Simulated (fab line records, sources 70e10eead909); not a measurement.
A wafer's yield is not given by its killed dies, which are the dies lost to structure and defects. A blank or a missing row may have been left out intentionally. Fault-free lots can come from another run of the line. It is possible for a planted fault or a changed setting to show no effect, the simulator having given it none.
fab line records ; flow nandHarc
record lots=5; wafers=13; lastDay=24
route steps=1159 shown P_M1@292 P_M2@318 END@1159
lots that met no fault: taken from a fault-free run of the same line
startH: start of the lot's first displayed wafer, in hours after the record's first day ; waitH: hours from the lot's prior step to this one ; " identical to the entry in the row above ; L1.1+2: several wafers, shown together as one row ; - value missing, or start not given ; * or withheld: withheld ; < > ~ a bound
route shown NAME@n: a module of which the file shows steps, and the number in the route of the first ; usual: mean and standard deviation over wafers with no fault ; same: alike in all rows ; chamber/n: place in a boat ; sites: each site's reading ; _std_site: their standard deviation ; _edge_site: the outer-site mean with the inner-site mean subtracted ; radiusMm: how far each site lies from the wafer's centre ; mask NAME#n: copy n ; behind: the tool/chamber that last shaped the wafer ; hold: reason for holding the lot/hours on hold/outcome of the hold ; device: whichever transistor did not switch (one of n, p or np) ; end of line: tests of these same wafers at the route's end ; a step with no rows: only its recipe ; killed: at the first sort, the dies lost to defects and structure; wafer yield is something else ; map: a wafer's dies, marking killed ones x, the rest . and places with no die _
set.NAME: the run value of the setting; set.NAME@STEP: its run value at that earlier step ; model.NAME: the simulator's own value behind a step, which no gauge read
lots seen at some steps along the route; tables by step, rows by wafer
services: a tool's chamber out of use, with start hour (startH, from the record's first day; less than 0 if before it), hours out, and reason
## steps
# step NHARC_P_M1_EXPOSE_06
# recipe na=1.35; targetCdNm=130; doseMj=81.88; maskId=P_M1
# step NHARC_P_M1_PEB_07
# recipe pebTempC=100; pebTimeS=65
# step NHARC_P_M1_DEVELOP_08
# recipe developTimeS=35; devTempC=23
# step NHARC_P_M1_CD_MEAS_09
# recipe targetCdNm=130; landingEnergyEv=500
# usual cdNm=130.0/0.63
lot.wafer;tool;chamber;startH;waitH;cdNm
L712.1;cdSem-01;0;127.97;-;128.9
L712.2;cdSem-01;0;127.97;-;129.6
L712.3;cdSem-01;0;127.97;-;129.8
L714.2;cdSem-02;0;148.58;-;129.0
L714.3;cdSem-02;0;148.58;-;130.0
L714.4;cdSem-02;0;148.58;-;130.1
L719.1;cdSem-02;0;168.20;-;129.2
L728.1;cdSem-02;0;220.43;-;129.5
L728.4;cdSem-02;0;220.43;-;129.7
L728.5;cdSem-02;0;220.43;-;130.2
L733.3;cdSem-03;0;253.06;-;130.3
L733.5;cdSem-03;0;253.06;-;130.8
L733.6;cdSem-03;0;253.06;-;130.3
# step NHARC_P_M1_OVL_MEAS_10
# recipe pitchNm=260
# usual overlayXNm=-0.2/0.87; overlayYNm=0.1/0.88
lot.wafer;tool;chamber;startH;waitH;overlayXNm;overlayYNm
L712.1;overlay-01;-;128.06;-;-0.2;-0.1
L712.2;overlay-01;-;128.06;-;0.2;-0.4
L712.3;overlay-01;-;128.06;-;0.1;-0.4
L714.2;overlay-02;-;148.66;-;1.2;-0.7
L714.3;overlay-02;-;148.66;-;1.9;-0.2
L714.4;overlay-02;-;148.66;-;1.9;-0.4
L719.1;overlay-01;-;168.28;-;-1.0;0.2
L728.1;overlay-01;-;220.52;-;0.6;-0.5
L728.4;overlay-01;-;220.52;-;0.4;-0.7
L728.5;overlay-01;-;220.52;-;0.6;-0.6
L733.3;overlay-01;-;253.14;-;-1.2;-0.7
L733.5;overlay-01;-;253.14;-;-0.9;-0.6
L733.6;overlay-01;-;253.14;-;-1.4;-0.8
# step NHARC_P_M1_INSPECT_11
# usual rawDefectCount=3.5/2
lot.wafer;tool;chamber;startH;waitH;rawDefectCount
L712.1;defectInspect-01;-;128.09;0.0;1
L712.2;defectInspect-01;-;128.09;0.0;2
L712.3;defectInspect-01;-;128.09;0.0;1
L714.2;defectInspect-01;-;148.70;0.0;7
L714.3;defectInspect-01;-;148.70;0.0;5
L714.4;defectInspect-01;-;148.70;0.0;3
L719.1;defectInspect-02;-;168.32;0.0;2
L728.1;defectInspect-02;-;220.55;0.0;5
L728.4;defectInspect-02;-;220.55;0.0;2
L728.5;defectInspect-02;-;220.55;0.0;3
L733.3;defectInspect-01;-;253.18;0.0;0
L733.5;defectInspect-01;-;253.18;0.0;4
L733.6;defectInspect-01;-;253.18;0.0;4
# step NHARC_P_M1_DESCUM_14
# recipe timeS=3; o2FlowSccm=200; arFlowSccm=0; biasPowerW=0; chemistry=O2
# usual drypumpMotorCurrentA=5.7/0.5; oesProductAu=1.004/0.0085; rfVppV=57.8/0.94; showerheadPlenumPTorr=1.94/0.1; throttleValvePct=11.310/0.0098
lot.wafer;tool;chamber;startH;waitH;drypumpMotorCurrentA;oesProductAu;rfHoursCounterH;rfVppV;showerheadPlenumPTorr;throttleValvePct
L712.1;rieDiel-12;3;128.16;0.1;5.0;0.998;6;56.3;1.83;11.330
L712.2;rieDiel-12;0;128.16;0.1;6.5;1.010;7;59.6;2.06;11.318
L712.3;rieDiel-12;1;128.16;0.1;6.3;1.004;8;56.9;2.05;11.303
L714.2;rieDiel-07;1;148.76;0.1;4.9;0.997;6;56.9;1.94;11.306
L714.4;rieDiel-07;2;148.76;0.1;5.7;0.994;6;58.1;1.96;11.295
L714.3;rieDiel-07;0;148.76;0.1;5.7;1.027;6;58.5;1.95;11.305
L719.1;rieDiel-07;3;168.38;0.1;6.3;0.990;7;55.6;1.79;11.305
L728.1;rieDiel-07;2;220.62;0.1;5.7;1.006;10;57.3;1.95;11.325
L728.4;rieDiel-07;3;220.62;0.1;6.2;1.005;10;57.0;1.79;11.311
L728.5;rieDiel-07;2;220.62;0.1;5.7;1.004;-;57.8;1.95;11.302
L733.3;rieDiel-07;2;253.24;0.1;5.7;1.010;0;57.6;1.95;11.313
L733.5;rieDiel-07;2;253.24;0.1;5.7;1.017;-;59.1;1.95;11.315
L733.6;rieDiel-07;3;253.24;0.1;6.3;1.006;-;56.5;1.79;11.314
# step NHARC_P_M1_ETCH_35
# recipe targetDepthA=400; overetchA=120; timeS=43.94; ionEnergyEv=200; n2FlowSccm=150; h2FlowSccm=150; arFlowSccm=0; rfW=400; biasW=150; chemistry=N2/H2
# step NHARC_P_M1_ETCH_15
# recipe targetDepthA=1825; timeS=91.2; c4f8FlowSccm=withheld; arFlowSccm=400; rfW=600; biasW=300; chemistry=C4F8/Ar
# step NHARC_P_M1_CD_MEAS_16
# usual cdNm=129.8/0.86
lot.wafer;tool;chamber;startH;waitH;cdNm
L712.1;cdSem-01;-;128.46;-;128.6
L712.2;cdSem-01;-;128.46;-;129.8
L712.3;cdSem-01;-;128.46;-;128.7
L714.2;cdSem-03;-;149.07;-;127.9
L714.3;cdSem-03;-;149.07;-;130.6
L714.4;cdSem-03;-;149.07;-;129.9
L719.1;cdSem-01;-;168.73;-;129.3
L728.1;cdSem-01;-;220.92;-;129.5
L728.4;cdSem-01;-;220.92;-;129.5
L728.5;cdSem-01;-;220.92;-;129.9
L733.3;cdSem-03;-;253.55;-;130.4
L733.5;cdSem-03;-;253.55;-;131.1
L733.6;cdSem-03;-;253.55;-;129.8
# step NHARC_P_M1_STRIP_18
# recipe powerW=1000; n2FlowSccm=150; h2FlowSccm=150; arFlowSccm=0; biasW=0; chemistry=N2/H2
# step NHARC_P_M1_ETCH_28
# recipe targetDepthA=300; overEtchFrac=0.3; timeS=72.99; ionEnergyEv=150; cf4FlowSccm=50; n2FlowSccm=100; arFlowSccm=150; rfW=300; biasW=100; chemistry=CF4/N2
# usual drypumpMotorCurrentA=5.6/0.45; oesProductAu=1.005/0.0098; rfVppV=314.6/2.3; showerheadPlenumPTorr=2.65/0.12; throttleValvePct=19.794/0.009
# same overEtchFrac=0.3
lot.wafer;tool;chamber;startH;waitH;drypumpMotorCurrentA;oesProductAu;rfHoursCounterH;rfVppV;showerheadPlenumPTorr;throttleValvePct
L712.2;rieDiel-07;0;-;-;5.7;1.011;4;316.0;2.67;19.807
L712.3;rieDiel-07;1;-;-;4.9;0.976;4;316.4;2.66;19.804
L712.1;rieDiel-07;3;-;-;6.2;1.000;4;312.2;2.47;19.785
L714.3;rieDiel-10;0;-;-;5.2;1.015;4;311.7;2.49;19.799
L714.2;rieDiel-10;1;-;-;5.6;1.014;4;312.3;2.54;19.779
L714.4;rieDiel-10;3;-;-;5.9;1.027;3;315.3;2.66;19.792
L719.1;rieDiel-10;1;-;-;5.6;1.004;4;313.3;2.54;19.804
L728.4;rieDiel-10;1;-;-;5.5;1.002;1;314.3;2.54;19.798
L728.1;rieDiel-10;2;-;-;5.3;1.011;1;318.4;2.79;19.784
L728.5;rieDiel-10;1;-;-;5.6;0.993;-;314.0;2.54;19.784
L733.3;rieDiel-10;3;-;-;5.9;1.029;2;315.5;2.66;19.803
L733.6;rieDiel-10;0;-;-;5.2;1.002;-;311.0;2.49;19.796
L733.5;rieDiel-10;1;-;-;5.5;0.989;-;312.0;2.54;19.806
# step NHARC_P_M1_STRIP_19
# recipe timeS=600; tempC=30; chemistry=postEtchResidueRemover
lot.wafer;tool;chamber;startH;waitH
L712.1+2+3;wetBench-10;3,5,6;128.92;-
L714.3+2+4;wetBench-08;3,5,7;149.51;-
L719.1;wetBench-10;0;169.20;-
L728.4+1+5;wetBench-08;7,2,3;221.37;-
L733.6+3+5;wetBench-08;3,4,7;254.00;-
# step NHARC_P_M1_DEGAS_29
# recipe tempC=250; timeS=60
# step NHARC_P_M1_PRE_CLEAN_30
# recipe timeS=30; tempC=280; gas=H2/He
# step NHARC_P_M1_PVD_20
# recipe targetThkA=50; biasV=168.6; powerW=15000; chamberPressurePa=0.12; timeS=8.06; substrateTempC=50; material=TaN
# usual throttleValvePct=29.9/0.8
lot.wafer;tool;chamber;startH;waitH;throttleValvePct
L712.2;pvdSputter-02;-;-;-;29.3
L712.3;pvdSputter-02;-;-;-;28.9
L712.1;pvdSputter-02;-;-;-;30.0
L714.4;pvdSputter-03;-;-;-;30.0
L714.2;pvdSputter-03;-;-;-;28.9
L714.3;pvdSputter-03;-;-;-;31.7
L719.1;pvdSputter-03;-;-;-;31.3
L728.4;pvdSputter-03;-;-;-;31.6
L728.1;pvdSputter-03;-;-;-;29.8
L728.5;pvdSputter-03;-;-;-;29.6
L733.3;pvdSputter-02;-;-;-;30.8
L733.6;pvdSputter-02;-;-;-;29.3
L733.5;pvdSputter-02;-;-;-;29.4
# step NHARC_P_M1_PVD_21
# recipe targetThkA=300; chamberPressurePa=5; powerW=5000; substrateTempC=30; timeS=20.49; material=Cu
# step NHARC_P_M1_ECD_22
# recipe targetThkA=4000; bathTempC=25; material=Cu
# step NHARC_P_M1_ANNEAL_31
# recipe tempC=225; timeS=90
# step NHARC_P_M1_CMP_23
# recipe tOverpolishS=20; targetThkNm=157.82
# step NHARC_P_M1_THK_MEAS_24
# recipe thkMeasGauge=xrf
# usual thkNm=157.8/1.6
lot.wafer;tool;chamber;startH;waitH;thkNm
L712.1;filmMetro-01;-;130.68;-;156.0
L712.2;filmMetro-01;-;130.68;-;155.6
L712.3;filmMetro-01;-;130.68;-;155.2
L714.2;filmMetro-02;-;151.19;-;156.8
L714.3;filmMetro-02;-;151.19;-;156.9
L714.4;filmMetro-02;-;151.19;-;158.2
L719.1;filmMetro-01;-;170.85;-;157.6
L728.1;filmMetro-01;-;223.04;-;156.5
L728.4;filmMetro-01;-;223.04;-;155.1
L728.5;filmMetro-01;-;223.04;-;159.9
L733.3;filmMetro-02;-;255.83;-;158.5
L733.5;filmMetro-02;-;255.83;-;158.2
L733.6;filmMetro-02;-;255.83;-;159.0
# step NHARC_P_M1_SRD_25
# step NHARC_P_M1_PRE_CLEAN_32
# recipe timeS=12; tempC=370; rfPowerW=300; gas=NH3
# usual heaterPowerW=631/67
lot.wafer;tool;chamber;startH;waitH;heaterPowerW
L712.2;pecvd-02;0;130.90;0.1;591
L712.1;pecvd-02;1;130.90;0.1;611
L712.3;pecvd-02;2;130.90;0.1;567
L714.2;pecvd-04;1;151.45;0.1;696
L714.4;pecvd-04;2;151.45;0.1;661
L714.3;pecvd-04;1;151.45;0.1;667
L719.1;pecvd-04;0;171.09;0.1;629
L728.1;pecvd-01;1;223.51;0.3;558
L728.4;pecvd-01;1;223.51;0.3;550
L728.5;pecvd-01;0;223.51;0.3;743
L733.3;pecvd-02;1;256.05;0.1;549
L733.6;pecvd-02;1;256.05;0.1;560
L733.5;pecvd-02;2;256.05;0.1;666
# step NHARC_P_M1_DEP_33
# recipe targetThkA=300; tempC=370; targetThkNm=30; pressureTorr=3; flowSccm=200; rfW=450; material=SiCN
# step NHARC_P_M2_DEP_00
# recipe targetThkA=1825; targetThkNm=182.5; tempC=withheld; pressureTorr=5; flowSccm=200; rfW=600; material=SiOC
# step NHARC_P_M2_DEHYDRATE_01
# recipe tempC=150; timeS=120
# step NHARC_P_M2_HMDS_02
# recipe timeS=30
# step NHARC_P_M2_COAT_34
# recipe tempC=200; timeS=65
# step NHARC_P_M2_COAT_03
# recipe spinRpm=1500; resistThkNm=90
# step NHARC_P_M2_SOFTBAKE_04
# recipe tempC=105; timeS=55
# step NHARC_P_M2_EBR_05
# step NHARC_P_M2_EXPOSE_06
# recipe na=1.35; targetCdNm=170; doseMj=80.78; maskId=P_M2
# step NHARC_P_M2_PEB_07
# recipe pebTempC=100; pebTimeS=65
# step NHARC_P_M2_DEVELOP_08
# recipe developTimeS=35; devTempC=23
# step NHARC_P_M2_CD_MEAS_09
# recipe targetCdNm=170; landingEnergyEv=500
# usual cdNm=170.2/0.63
lot.wafer;tool;chamber;startH;waitH;cdNm
L712.1;cdSem-02;0;132.26;-;170.8
L712.2;cdSem-02;0;132.26;-;171.4
L712.3;cdSem-02;0;132.26;-;170.1
L714.2;cdSem-03;0;152.90;-;170.9
L714.3;cdSem-03;0;152.90;-;170.8
L714.4;cdSem-03;0;152.90;-;170.6
L719.1;cdSem-02;0;172.40;-;170.4
L728.1;cdSem-03;0;224.84;-;170.1
L728.4;cdSem-03;0;224.84;-;170.2
L728.5;cdSem-03;0;224.84;-;170.4
L733.3;cdSem-01;0;257.39;-;168.6
L733.5;cdSem-01;0;257.39;-;169.6
L733.6;cdSem-01;0;257.39;-;169.0
# step NHARC_P_M2_OVL_MEAS_10
# recipe pitchNm=340
# usual overlayXNm=0.2/0.97; overlayYNm=-0.1/0.73
lot.wafer;tool;chamber;startH;waitH;overlayXNm;overlayYNm
L712.1;overlay-01;-;132.35;-;0.7;0.3
L712.2;overlay-01;-;132.35;-;1.5;0.4
L712.3;overlay-01;-;132.35;-;1.3;0.5
L714.2;overlay-02;-;152.99;-;-0.8;-0.9
L714.3;overlay-02;-;152.99;-;-0.4;-0.9
L714.4;overlay-02;-;152.99;-;-0.5;-0.7
L719.1;overlay-02;-;172.49;-;0.5;0.8
L728.1;overlay-02;-;224.92;-;0.1;-0.1
L728.4;overlay-02;-;224.92;-;0.4;0.6
L728.5;overlay-02;-;224.92;-;0.2;0.4
L733.3;overlay-01;-;257.47;-;1.0;-1.8
L733.5;overlay-01;-;257.47;-;0.3;-1.9
L733.6;overlay-01;-;257.47;-;1.0;-0.9
# step NHARC_P_M2_DESCUM_14
# recipe timeS=3; o2FlowSccm=200; arFlowSccm=0; biasPowerW=0; chemistry=O2
# usual drypumpMotorCurrentA=5.64/0.28; oesProductAu=1.001/0.01; rfVppV=57.6/0.78; showerheadPlenumPTorr=1.88/0.061; throttleValvePct=11.310/0.0088
lot.wafer;tool;chamber;startH;waitH;hold;drypumpMotorCurrentA;oesProductAu;rfHoursCounterH;rfVppV;showerheadPlenumPTorr;throttleValvePct
L712.3;rieDiel-03;0;132.45;0.1;-;5.86;1.002;29;58.1;1.93;11.314
L712.1;rieDiel-03;1;132.45;0.1;-;5.63;0.990;24;57.6;1.94;11.323
L712.2;rieDiel-03;3;132.45;0.1;-;5.73;1.011;30;56.7;1.85;11.304
L714.3;rieDiel-13;3;153.08;0.1;-;5.80;1.009;1;58.2;1.95;11.313
L714.2;rieDiel-13;1;153.08;0.1;-;5.15;1.002;1;58.2;1.83;11.298
L714.4;rieDiel-13;2;153.08;0.1;-;5.68;1.000;1;56.4;1.89;11.298
L719.1;rieDiel-13;0;173.83;1.1;awaitDispo/1.0h/release;5.61;1.013;2;58.0;1.92;11.298
L728.4;rieDiel-09;1;225.02;0.1;-;5.47;1.007;26;57.0;1.81;11.329
L728.1;rieDiel-09;3;225.02;0.1;-;6.12;0.999;24;57.7;1.95;11.312
L728.5;rieDiel-09;1;225.02;0.1;-;5.46;1.017;-;57.1;1.81;11.313
L733.3;rieDiel-13;0;257.57;0.1;-;5.62;1.024;5;58.3;1.92;11.309
L733.6;rieDiel-13;0;257.57;0.1;-;5.63;1.005;-;57.0;1.92;11.314
L733.5;rieDiel-13;1;257.57;0.1;-;5.13;0.990;-;57.6;1.83;11.306
# step NHARC_P_M2_ETCH_35
# recipe targetDepthA=400; overetchA=120; timeS=43.94; ionEnergyEv=200; n2FlowSccm=150; h2FlowSccm=150; arFlowSccm=0; rfW=400; biasW=150; chemistry=N2/H2
# usual drypumpMotorCurrentA=5.66/0.28; oesProductAu=1.001/0.0097; rfVppV=429.6/2; showerheadPlenumPTorr=2.01/0.068; throttleValvePct=14.171/0.0096
lot.wafer;tool;chamber;startH;waitH;drypumpMotorCurrentA;oesProductAu;rfHoursCounterH;rfVppV;showerheadPlenumPTorr;throttleValvePct
L712.3;rieDiel-03;0;132.55;0.1;5.90;0.996;29;430.2;2.06;14.152
L712.2;rieDiel-03;1;132.55;0.1;5.64;0.993;24;432.5;2.07;14.171
L712.1;rieDiel-03;3;132.55;0.1;5.72;0.998;30;428.1;1.97;14.180
L714.3;rieDiel-13;1;153.17;0.1;5.12;1.003;1;427.8;1.95;14.164
L714.4;rieDiel-13;2;153.17;0.1;5.68;1.018;1;429.4;2.01;14.174
L714.2;rieDiel-13;3;153.17;0.1;5.79;1.017;1;431.5;2.08;14.187
L719.1;rieDiel-13;2;173.90;0.1;5.68;1.001;2;430.8;2.01;14.163
L728.1;rieDiel-09;2;225.11;0.1;6.01;0.998;25;426.7;1.89;14.184
L728.4;rieDiel-09;3;225.11;0.1;6.10;0.991;24;432.9;2.08;14.172
L728.5;rieDiel-09;2;225.11;0.1;6.01;1.000;-;426.4;1.89;14.168
L733.3;rieDiel-13;0;257.67;0.1;5.61;1.015;5;432.6;2.05;14.167
L733.5;rieDiel-13;2;257.67;0.1;5.68;0.998;-;429.8;2.01;14.151
L733.6;rieDiel-13;3;257.67;0.1;5.77;0.997;-;430.9;2.08;14.175
# step NHARC_END_SORT_01
# recipe tempC=25
# usual defectLimitedYield=95.3/1.7; killedAtArray=28/11; killedAtOther=0.5/0.85; killedAtPeriphery=2.7/1.9; killedDies=32/12; killedOpen=3.3/1.6; killedShort=2.1/1.5; sort_bin_2_pct=1.5/0.71; sort_bin_3_pct=0.25/0.23; sort_bin_4_pct=3.0/1.1; sortNPass=645/12; sortRimYieldPct=95/3.1; sortYieldPct=95.3/1.7
# same grossDies=677; sort_bin_5_pct[%]=0; sort_bin_6_pct[%]=0; sort_bin_7_pct[%]=0; sort_bin_8_pct[%]=0; sortRimNGross=106.00
lot.wafer;tool;chamber;startH;waitH;hold;defectLimitedYield[%];killedAtArray;killedAtOther;killedAtPeriphery;killedDies;killedOpen;killedShort;sort_bin_2_pct[%];sort_bin_3_pct[%];sort_bin_4_pct[%];sortNPass;sortRimYieldPct[%];sortYieldPct[%]
L712.1;prober-01;0;464.90;2.5;-;97.0;19;1;0;20;5;4;1.0;0.15;1.8;657;98;97.0
L712.2;prober-01;0;465.70;2.8;-;97.8;13;0;2;15;3;2;0.7;0.30;1.2;662;96;97.8
L712.3;prober-01;0;466.50;3.1;-;97.6;14;0;2;16;2;3;0.4;0.15;1.8;661;96;97.6
L714.2;prober-01;0;481.33;2.8;-;96.5;20;0;4;24;3;0;0.4;0.15;3.0;653;92;96.5
L714.3;prober-01;0;482.13;3.1;-;96.2;25;0;1;26;3;2;1.0;0.15;2.7;651;93;96.2
L714.4;prober-01;0;482.93;3.4;-;95.7;23;1;5;29;4;4;0.7;0.44;3.1;648;94;95.7
L719.1;prober-01;0;504.52;2.5;awaitDispo/4.6h/release;86.1;35;1;58;94;0;3;4.6;2.36;6.9;583;86;86.1
L728.1;prober-02;0;556.11;2.5;-;95.9;24;0;4;28;1;1;1.0;0.15;3.0;649;95;95.9
L728.4;prober-02;0;558.51;3.4;-;95.0;31;0;3;34;3;1;2.4;0;2.7;643;93;95.0
L728.5;prober-02;0;559.31;3.7;-;96.3;24;0;1;25;4;2;1.5;0.15;2.1;652;96;96.3
L733.3;prober-01;0;581.06;3.0;-;90.7;62;0;1;63;4;2;2.8;0.30;6.2;614;92;90.7
L733.5;prober-01;0;582.64;3.7;-;91.4;54;1;3;58;3;3;2.7;0.59;5.3;619;95;91.4
L733.6;prober-01;0;583.44;4.0;-;93.4;40;0;5;45;5;0;1.9;0.30;4.4;632;93;93.4
# killed by level:class
L712.1 A_SLIT:chamberFilmFlake=8 A_WL_FILL:geometricParticle:open=2 A_WL_FILL:geometricParticle:short=2 A_CONTACT:chamberFilmFlake=2 A_ONON_D1:geometricParticle:open=1 A_STAIRCASE:geometricParticle:open=1 A_SGD_CUT:geometricParticle:short=1 A_CONTACT:geometricParticle:open=1
L712.2 A_SLIT:chamberFilmFlake=7 A_CONTACT:chamberFilmFlake=2 P_CONTACT:geometricParticle:open=1 P_CONTACT:geometricParticle:short=1 A_ONON_D1:geometricParticle:open=1 A_WL_FILL:geometricParticle:short=1 A_M0:geometricParticle:open=1 A_WL_FILL:chamberFilmFlake=1
L712.3 A_SLIT:chamberFilmFlake=6 A_CONTACT:chamberFilmFlake=2 P_CONTACT:geometricParticle:short=1 P_M0:geometricParticle:short=1 A_WL_FILL:geometricParticle:short=1 A_CONTACT:geometricParticle:open=1 A_M0:geometricParticle:open=1 A_ZERO_WELL:chamberFilmFlake=1
L714.2 A_CHANNEL_HOLE_D1:chamberFilmFlake=10 A_BLC:chamberFilmFlake=5 P_M0:chamberFilmFlake=2 A_CONTACT:chamberFilmFlake=2 P_GATE:geometricParticle:open=1 A_CHANNEL_FILL_D1:geometricParticle:open=1 A_BLC:geometricParticle:open=1 P_STI:chamberFilmFlake=1
L714.3 A_CHANNEL_HOLE_D1:chamberFilmFlake=15 A_BLC:chamberFilmFlake=4 P_M2:geometricParticle:open=1 A_CHANNEL_HOLE_D1:geometricParticle:open=1 A_CHANNEL_FILL_D1:geometricParticle:open=1 A_WL_FILL:geometricParticle:short=1 A_CONTACT:geometricParticle:short=1 A_STAIRCASE:chamberFilmFlake=1
L714.4 A_CHANNEL_HOLE_D1:chamberFilmFlake=10 A_CONTACT:chamberFilmFlake=5 A_CONTACT:geometricParticle:open=3 P_CONTACT:geometricParticle:short=2 A_BLC:chamberFilmFlake=2 A_ONON_D1:geometricParticle:open=1 A_WL_FILL:geometricParticle:short=1 A_CONTACT:geometricParticle:short=1
L719.1 P_M1:unspecified=58 A_CHANNEL_HOLE_D1:chamberFilmFlake=12 A_SLIT:chamberFilmFlake=11 A_STAIRCASE:chamberFilmFlake=3 A_WL_FILL:geometricParticle:short=2 A_ZERO_WELL:chamberFilmFlake=2 A_CONTACT:chamberFilmFlake=2 A_BONDPAD:chamberFilmFlake=2
L728.1 A_SLIT:chamberFilmFlake=12 A_CONTACT:chamberFilmFlake=5 A_CHANNEL_HOLE_D1:chamberFilmFlake=4 P_GATE:chamberFilmFlake=2 A_ONON_D1:geometricParticle:short=1 A_M0:geometricParticle:open=1 P_ZERO_WELL:chamberFilmFlake=1 P_M1:chamberFilmFlake=1
L728.4 A_SLIT:chamberFilmFlake=13 A_CHANNEL_HOLE_D1:chamberFilmFlake=8 A_CONTACT:chamberFilmFlake=4 P_CONTACT:geometricParticle:open=2 A_STAIRCASE:chamberFilmFlake=2 A_WL_FILL:chamberFilmFlake=2 A_SOURCE_PLATE:geometricParticle:open=1 A_WL_FILL:geometricParticle:short=1
L728.5 A_SLIT:chamberFilmFlake=9 A_CHANNEL_HOLE_D1:chamberFilmFlake=4 A_STAIRCASE:chamberFilmFlake=4 P_M0:geometricParticle:open=1 A_SOURCE_PLATE:geometricParticle:open=1 A_CHANNEL_HOLE_D1:geometricParticle:short=1 A_SGD_CUT:geometricParticle:short=1 A_WL_FILL:geometricParticle:open=1
L733.3 A_SLIT:chamberFilmFlake=27 A_CHANNEL_HOLE_D1:chamberFilmFlake=11 A_STAIRCASE:chamberFilmFlake=9 A_BLC:chamberFilmFlake=5 A_CONTACT:chamberFilmFlake=2 A_M1:chamberFilmFlake=2 P_M0:geometricParticle:short=1 A_SOURCE_PLATE:geometricParticle:open=1
L733.5 A_SLIT:chamberFilmFlake=29 A_M1:chamberFilmFlake=7 A_STAIRCASE:chamberFilmFlake=6 A_CONTACT:chamberFilmFlake=5 A_CHANNEL_HOLE_D1:chamberFilmFlake=3 P_GATE:geometricParticle:short=1 P_CONTACT:geometricParticle:open=1 A_WL_FILL:geometricParticle:short=1
L733.6 A_SLIT:chamberFilmFlake=20 A_STAIRCASE:chamberFilmFlake=8 A_CHANNEL_HOLE_D1:chamberFilmFlake=4 A_M1:chamberFilmFlake=4 A_CONTACT:chamberFilmFlake=2 P_STI:geometricParticle:open=1 P_GATE:geometricParticle:open=1 P_M2:geometricParticle:open=1
# map L719.1 (x killed, . not)
____________.____________
_________......._________
_______xxxx......._______
______xxx..........______
_____..xx....x......_____
____..xx.............____
____.x...............____
___...................___
___...................___
__.....................__
__.....................__
_......................._
_.x.x..................._
_xxxxx.................._
_xxxx......x............_
_xxxxx.................._
.xxxxxx......x...........
xxxxxx......x............
xxxxxx.x...x.............
xxxxxx...x...............
xxxxx.x..x...............
_xxxx.....x............._
_.xxxxx..x..x.x........._
_...x..x..x............._
_.x.....x..............._
_........x.............._
__.......x.............__
__........x............__
___...x..........x....___
___....x..............___
____.................____
____..........x......____
_____..............._____
______....x.......x______
_______.x........._______
_________......._________
____________.____________
# map L712.1 (x killed, . not)
____________.____________
_________......._________
_______..........._______
______.............______
_____..............._____
____.................____
____............x....____
___...................___
___..x................___
__.....................__
__.....................__
_......................._
_......................._
_......................._
_......................._
_......................._
.........................
.........................
.........................
.........................
x........................
_......x..x.x..........._
_......xx.xx............_
_...................x..._
_.......x.........x.x..._
_.....x.....x..........._
__.x...................__
__.............x.......__
___...................___
___...................___
____.................____
____..........x......____
_____..............._____
______.............______
_______..........._______
_________......._________
____________x____________
## services
tool;chamber;startH;hours;kind
rieDiel-10;2;107.46;4.0;repair
rieDiel-10;3;111.97;11.0;repair
rieDiel-03;2;122.14;2.1;repair
rieDiel-07;0;122.63;2.6;repair
pecvd-04;0;151.19;3.4;repair
pecvd-02;-;153.45;13.0;pm
pecvd-04;-;155.90;1.0;repair
rieDiel-07;1;161.81;8.7;repair
rieDiel-10;-;176.50;9.0;pm
pecvd-02;0;183.67;6.2;repair
rieDiel-10;2;194.80;4.1;repair
pecvd-04;-;195.28;13.0;pm
pvdSputter-02;-;204.09;1.2;repair
rieDiel-09;-;207.42;1.3;repair
pvdSputter-02;-;211.80;0.9;repair
pecvd-02;-;213.11;1.0;repair
pvdSputter-02;-;214.02;10.0;pm
rieDiel-03;-;215.40;9.0;pm
pecvd-04;1;227.64;5.6;repair
rieDiel-07;-;228.20;9.0;pm
wetBench-08;-;230.40;8.0;pm
rieDiel-03;2;233.58;4.2;repair
rieDiel-09;0;247.57;4.4;repair
rieDiel-09;-;254.40;9.0;pm
## key
firstSign step=NHARC_END_SORT_01; reading=killedAtPeriphery; direction=up; sigmas=29; usual=2.7; struck=58
effect step=NHARC_END_SORT_01; reading=killedDies; direction=up; sigmas=5.3; usual=32; struck=94
moreKillsBornAt NHARC_P_M1_STRIP_19@wetBench-10=58
metAt NHARC_P_M1_STRIP_19
struckWafers L719.1
alsoFits NHARC_P_M1_PRE_CLEAN_32:pecvd-04
fault kind=chamberParticleSource; tool=wetBench-10; chamber=0; onsetH=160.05; steps=NHARC_P_M1_STRIP_19; ratePerVisitCm2=0.41574; endH=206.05
